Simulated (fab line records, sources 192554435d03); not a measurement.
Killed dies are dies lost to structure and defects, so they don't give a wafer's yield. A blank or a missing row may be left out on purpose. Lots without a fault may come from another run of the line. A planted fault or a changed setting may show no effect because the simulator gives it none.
Chamber matching | flow n5_finfet | N5_BEOL_M0_SAQP_SPACER1_ALD_98 on ald_sin-03: 4 sister chambers
The step deposits SiO2, target thk 12.8 nm, pulse time 1 s, purge time 2 s. 4 wafers are shown with their chamber, then 12 later ones without.

WAFERS WITH THEIR CHAMBER
wafer  | chamber | heater_power_w (W)
L088.2 | 3       | 422
L092.1 | 1       | 420
L092.2 | 2       | 543
L092.6 | 0       | 510

WAFERS WITHOUT THEIR CHAMBER
wafer  | heater_power_w (W)
L093.1 | 414
L093.3 | 540
L093.4 | 503
L094.1 | 503
L094.5 | 419
L094.6 | 522
L096.1 | 425
L096.2 | 423
L096.5 | 427
L097.2 | 409
L097.3 | 548
L097.6 | 420

WHICH CHAMBER EACH WENT THROUGH
wafer  | from the rows above     | in truth
L093.1 | can't be placed: 1 or 3 | 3
L093.3 | 2                       | 2
L093.4 | 0                       | 0
L094.1 | 0                       | 0
L094.5 | can't be placed: 1 or 3 | 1
L094.6 | can't be placed: 0 or 2 | 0
L096.1 | can't be placed: 3 or 1 | 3
L096.2 | can't be placed: 3 or 1 | 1
L096.5 | can't be placed: 3 or 1 | 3
L097.2 | can't be placed: 1 or 3 | 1
L097.3 | 2                       | 2
L097.6 | can't be placed: 1 or 3 | 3
Placed correctly: 4 of 12. Can't be placed from these rows: 8 (the true chamber is among the candidates in 8). Placed wrongly: 0.
How it was worked out, from the rows above alone: a wafer's distance from a chamber is the root of the sum, over the readings, of the square of ((its reading less the chamber's mean) divided by the reading's scatter). The wafer belongs to the nearest chamber; if the next one is less than 2 further off, it can't be placed. A chamber's mean is the mean of its shown wafers. The scatter: with one shown wafer a chamber, the root of the mean of the squares of how far each hidden wafer lies from its nearest shown one.
